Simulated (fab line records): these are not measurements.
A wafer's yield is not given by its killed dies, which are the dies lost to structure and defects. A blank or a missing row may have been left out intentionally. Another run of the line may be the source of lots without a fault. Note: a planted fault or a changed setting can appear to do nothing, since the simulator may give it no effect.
Which of the tools did it? ; flow n5_finfet ; 24 lots, 72 wafers sampled, at 6 steps of a route of 1938

## WHAT THE GAUGES READ, wafer by wafer
N5_BEOL_M14_CD_MEAS_10: the cd target is 250 nm.
lot;measured;on;cd_nm (nm)
L074;day 10 13:47;cd_sem-01;248.4 248.4 248.0
L075;day 11 08:07;cd_sem-01;251.2 251.7 250.5
L077;day 11 09:49;cd_sem-03;249.7 251.3 250.4
L078;day 11 10:26;cd_sem-03;249.4 248.0 249.2
L076;day 11 10:51;cd_sem-02;250.6 250.9 251.3
L079;day 12 02:35;cd_sem-03;250.8 250.2 250.7
L080;day 12 13:38;cd_sem-03;251.3 249.4 250.1
L082;day 12 13:41;cd_sem-01;250.1 249.7 249.2
L081;day 12 19:16;cd_sem-02;249.0 249.5 251.0
L083;day 12 23:29;cd_sem-03;251.1 250.2 250.0
L085;day 13 15:34;cd_sem-01;247.2 247.4 247.5
L084;day 13 18:26;cd_sem-01;251.2 250.8 249.3
L087;day 13 23:50;cd_sem-01;249.3 248.5 247.3
L086;day 14 11:55;cd_sem-03;252.0 250.9 250.2
L089;day 14 12:17;cd_sem-03;249.0 249.7 249.5
L090;day 14 13:27;cd_sem-03;251.3 248.4 250.3
L088;day 14 13:46;cd_sem-01;251.3 250.6 251.3
L091;day 15 05:40;cd_sem-01;248.7 249.3 249.3
L092;day 15 09:14;cd_sem-03;249.0 249.1 250.7
L094;day 15 17:08;cd_sem-03;249.1 249.3 249.8
L093;day 15 22:49;cd_sem-02;250.4 250.9 250.2
L095;day 16 03:01;cd_sem-01;250.6 250.3 249.3
L096;day 16 04:05;cd_sem-03;250.9 251.8 251.1
L097;day 16 23:35;cd_sem-01;249.7 250.7 250.7

N5_BEOL_M14_OCD_MEAS_35.
lot;measured;on;trench_depth_nm (nm)
L074;day 10 15:45;ocd-02;550 537 536
L075;day 11 09:59;ocd-01;546 539 556
L077;day 11 11:23;ocd-01;542 558 543
L078;day 11 11:59;ocd-02;556 553 553
L076;day 11 12:34;ocd-01;547 551 552
L079;day 12 04:09;ocd-01;558 549 565
L080;day 12 15:23;ocd-01;543 559 558
L082;day 12 15:35;ocd-01;552 552 541
L081;day 12 20:56;ocd-02;551 557 555
L083;day 13 01:10;ocd-02;541 554 552
L085;day 13 17:42;ocd-01;541 539 539
L084;day 13 20:45;ocd-01;548 561 563
L087;day 14 01:31;ocd-02;562 563 546
L086;day 14 13:44;ocd-01;568 564 563
L089;day 14 14:13;ocd-01;543 538 549
L090;day 14 15:45;ocd-01;544 550 551
L088;day 14 16:07;ocd-01;564 564 564
L091;day 15 07:13;ocd-01;548 551 536
L092;day 15 10:50;ocd-02;554 547 552
L094;day 15 18:49;ocd-01;549 548 552
L093;day 16 00:26;ocd-02;553 560 560
L095;day 16 04:34;ocd-02;545 542 541
L096;day 16 05:46;ocd-01;562 554 553
L097;day 17 01:40;ocd-01;543 544 545

N5_BEOL_M15_CD_MEAS_10: the cd target is 360 nm.
lot;measured;on;cd_nm (nm)
L074;day 10 18:56;cd_sem-03;360.6 360.0 362.0
L075;day 11 14:41;cd_sem-02;360.2 360.3 360.0
L077;day 11 15:12;cd_sem-03;361.3 359.6 360.4
L078;day 11 15:02;cd_sem-03;359.1 359.4 359.6
L076;day 11 15:28;cd_sem-01;359.4 361.4 361.7
L079;day 12 06:38;cd_sem-02;361.7 361.2 360.2
L080;day 12 20:43;cd_sem-03;359.9 359.6 358.0
L082;day 12 20:46;cd_sem-01;358.0 360.8 359.5
L081;day 13 00:43;cd_sem-03;359.8 361.0 361.3
L083;day 13 04:37;cd_sem-01;362.5 360.0 358.9
L085;day 13 21:10;cd_sem-01;360.9 359.8 360.4
L084;day 13 23:10;cd_sem-03;359.5 360.0 358.7
L087;day 14 04:25;cd_sem-01;359.6 360.4 360.6
L086;day 14 18:27;cd_sem-03;359.9 360.1 361.1
L089;day 14 19:07;cd_sem-03;360.9 358.6 359.4
L090;day 14 20:05;cd_sem-03;360.9 360.6 360.9
L088;day 14 21:14;cd_sem-02;359.2 358.5 358.5
L091;day 15 11:41;cd_sem-02;360.2 360.6 361.2
L092;day 15 17:29;cd_sem-02;359.5 358.8 360.6
L094;day 15 22:05;cd_sem-02;360.5 361.3 360.9
L093;day 16 04:34;cd_sem-02;360.8 361.1 360.3
L095;day 16 10:55;cd_sem-01;360.5 359.8 361.3
L096;day 16 11:47;cd_sem-01;360.3 358.6 359.5
L097;day 17 05:23;cd_sem-01;360.9 360.1 361.2

N5_BEOL_M15_OVL_MEAS_11.
lot;measured;on;V14_OVL (nm)
L074;day 10 18:58;overlay-01;-1 6 -7
L075;day 11 14:43;overlay-02;-1 -5 -3
L077;day 11 15:14;overlay-01;-8 -13 -1
L078;day 11 15:04;overlay-02;-2 1 -6
L076;day 11 15:29;overlay-01;5 8 3
L079;day 12 06:40;overlay-02;-4 -5 -2
L080;day 12 20:45;overlay-02;6 4 5
L082;day 12 20:48;overlay-01;9 3 -2
L081;day 13 00:44;overlay-02;-2 -2 -3
L083;day 13 04:38;overlay-02;-5 -5 -7
L085;day 13 21:12;overlay-01;-6 0 -3
L084;day 13 23:12;overlay-01;3 8 5
L087;day 14 04:27;overlay-02;8 4 2
L086;day 14 18:29;overlay-01;10 3 2
L089;day 14 19:09;overlay-02;-1 -5 0
L090;day 14 20:07;overlay-01;1 0 -2
L088;day 14 21:16;overlay-02;9 7 7
L091;day 15 11:43;overlay-01;-4 2 -4
L092;day 15 17:31;overlay-02;-8 -9 3
L094;day 15 22:07;overlay-02;8 13 10
L093;day 16 04:35;overlay-02;2 0 8
L095;day 16 10:56;overlay-01;-3 0 -3
L096;day 16 11:49;overlay-01;-5 -8 -2
L097;day 17 05:25;overlay-01;11 -4 -1

## EACH LOT AND THE TOOL THAT RAN IT (in order: tool; ch and the chambers of the sampled wafers; start)
lot;N5_BEOL_M14_STRIP_64;N5_BEOL_M14_SPUTTER_44
L074;rie_diel-01 ch 0,1,3, day 10 15:45 or earlier;pvd_sputter-01, day 10 16:58
L075;rie_diel-01 ch 1,2, day 11 09:59 or earlier;pvd_sputter-03, day 11 12:57
L077;rie_diel-05 ch 1,2, day 11 11:23 or earlier;pvd_sputter-03, day 11 13:16
L078;rie_diel-05 ch 1,2, day 11 11:59 or earlier;pvd_sputter-01, day 11 13:11
L076;rie_diel-05 ch 0,3, day 11 12:34 or earlier;pvd_sputter-03, day 11 13:35
L079;rie_diel-01 ch 0,1, day 12 04:09 or earlier;pvd_sputter-02, day 12 04:46
L080;rie_diel-01 ch 0,2,3, day 12 15:23 or earlier;pvd_sputter-03, day 12 17:19
L082;rie_diel-05 ch 0,2,3, day 12 15:35 or earlier;pvd_sputter-01, day 12 17:21
L081;rie_diel-04 ch 0,2,3, day 12 20:56 or earlier;pvd_sputter-01, day 12 22:58
L083;rie_diel-04 ch 0,2, day 13 01:10 or earlier;pvd_sputter-03, day 13 02:39
L085;rie_diel-05 ch 0,1,2, day 13 17:42 or earlier;pvd_sputter-01, day 13 18:43
L084;rie_diel-05 ch 1,2, day 13 20:45 or earlier;pvd_sputter-01, day 13 21:26
L087;rie_diel-05 ch 0,2, day 14 01:31 or earlier;pvd_sputter-02, day 14 02:40
L086;rie_diel-01 ch 0,1,2, day 14 13:44 or earlier;pvd_sputter-02, day 14 16:46
L089;rie_diel-04 ch 0,2, day 14 14:13 or earlier;pvd_sputter-01, day 14 16:53
L090;rie_diel-04 ch 0,1,2, day 14 15:45 or earlier;pvd_sputter-01, day 14 17:58
L088;rie_diel-04 ch 0,1,2, day 14 16:07 or earlier;pvd_sputter-02, day 14 19:23
L091;rie_diel-04 ch 1,2, day 15 07:13 or earlier;pvd_sputter-01, day 15 09:50
L092;rie_diel-01 ch 0,3, day 15 10:50 or earlier;pvd_sputter-02, day 15 15:31
L094;rie_diel-05 ch 1,2, day 15 18:49 or earlier;pvd_sputter-02, day 15 20:12
L093;rie_diel-01 ch 0,2,3, day 16 00:26 or earlier;pvd_sputter-01, day 16 01:47
L095;rie_diel-05 ch 0,1,3, day 16 04:34 or earlier;pvd_sputter-03, day 16 08:44
L096;rie_diel-01 ch 0,1,3, day 16 05:46 or earlier;pvd_sputter-01, day 16 09:38
L097;rie_diel-05 ch 0,2, day 17 01:40 or earlier;pvd_sputter-02, day 17 02:11
- N5_BEOL_M14_STRIP_64: strips in O2.
- N5_BEOL_M14_SPUTTER_44: material Ta, target thk 15 nm, time 24.19 s.

## AS READ BY THE TOOLS THEMSELVES (means over the sampled wafers that have a number; for cases with no such wafer, the mark the record gives instead)
N5_BEOL_M14_STRIP_64.
lot;tool;drypump_motor_current_A (A);oes_product_au (a.u.);rf_vpp_V (V);showerhead_plenum_p_Torr (Torr);throttle_valve_pct (%)
L074;rie_diel-01;5.7;0.80;4.0;2.08;16.90
L075;rie_diel-01;6.6;0.78;3.3;2.11;16.93
L077;rie_diel-05;6.4;0.86;3.2;2.13;16.49
L078;rie_diel-05;6.4;0.86;4.2;2.13;16.50
L076;rie_diel-05;5.6;0.78;3.9;2.08;16.65
L079;rie_diel-01;5.9;0.83;3.5;2.12;16.96
L080;rie_diel-01;5.7;0.74;3.7;2.06;16.85
L082;rie_diel-05;5.9;0.76;3.5;2.10;16.73
L081;rie_diel-04;6.0;0.83;4.0;2.18;16.29
L083;rie_diel-04;6.3;0.92;3.8;2.21;16.15
L085;rie_diel-05;6.2;0.80;3.7;2.08;16.58
L084;rie_diel-05;6.4;0.83;3.4;2.12;16.54
L087;rie_diel-05;5.9;0.76;3.9;2.03;16.64
L086;rie_diel-01;6.2;0.77;3.4;2.10;16.96
L089;rie_diel-04;6.0;0.86;3.3;2.16;16.20
L090;rie_diel-04;6.0;0.84;3.9;2.15;16.46
L088;rie_diel-04;6.0;0.83;3.8;2.15;16.46
L091;rie_diel-04;5.7;0.75;3.6;2.09;16.73
L092;rie_diel-01;5.2;0.89;3.8;2.20;16.59
L094;rie_diel-05;6.4;0.81;2.8;2.11;16.57
L093;rie_diel-01;5.7;0.90;3.7;2.14;16.58
L095;rie_diel-05;5.8;0.78;3.8;2.11;16.66
L096;rie_diel-01;5.7;0.84;3.4;2.15;16.83
L097;rie_diel-05;6.3;0.72;3.6;2.05;16.76

N5_BEOL_M14_SPUTTER_44.
lot;tool;bias_v (V);throttle_valve_pct (%)
L074;pvd_sputter-01;80.0;27.7
L075;pvd_sputter-03;80.0;29.8
L077;pvd_sputter-03;79.9;30.3
L078;pvd_sputter-01;80.3;30.1
L076;pvd_sputter-03;79.9;30.4
L079;pvd_sputter-02;80.6;29.8
L080;pvd_sputter-03;79.7;30.8
L082;pvd_sputter-01;80.5;29.1
L081;pvd_sputter-01;79.9;28.1
L083;pvd_sputter-03;80.5;30.4
L085;pvd_sputter-01;80.4;29.4
L084;pvd_sputter-01;80.2;28.3
L087;pvd_sputter-02;80.4;30.7
L086;pvd_sputter-02;79.8;30.3
L089;pvd_sputter-01;80.1;29.2
L090;pvd_sputter-01;79.7;29.1
L088;pvd_sputter-02;79.5;29.8
L091;pvd_sputter-01;79.6;26.9
L092;pvd_sputter-02;79.4;29.7
L094;pvd_sputter-02;79.3;30.3
L093;pvd_sputter-01;80.4;27.3
L095;pvd_sputter-03;80.1;30.5
L096;pvd_sputter-01;80.2;28.6
L097;pvd_sputter-02;79.7;30.3

## THE ANSWER, worked out from the rows above alone
Rule: usual is defined by the lots themselves. Put in order of their means at a reading, lots are off if they are a third of the lots or fewer, leave a main group of 4 or more, and stand apart from it by a gap of 3 or more times the standard deviation of the main group's means; of several such gaps the widest counts. If all means in a main group match to the digits the tables above print for the reading, that group is not used. A lot without any number at a reading at which 4 lots or more have one is off too. Where the step has rows for the other lots, those lots are counted as sound. The gauges are gone through in route order, then the tools' own readings, and for those a lot's mean is taken as printed above. The first step at which some lot is off is used, and at that step the reading that is off furthest; a lot without a number counts as furthest.
No lot is off on any of the readings shown, so nothing can be concluded from this.

## WHAT THE SIMULATOR HAD INSERTED
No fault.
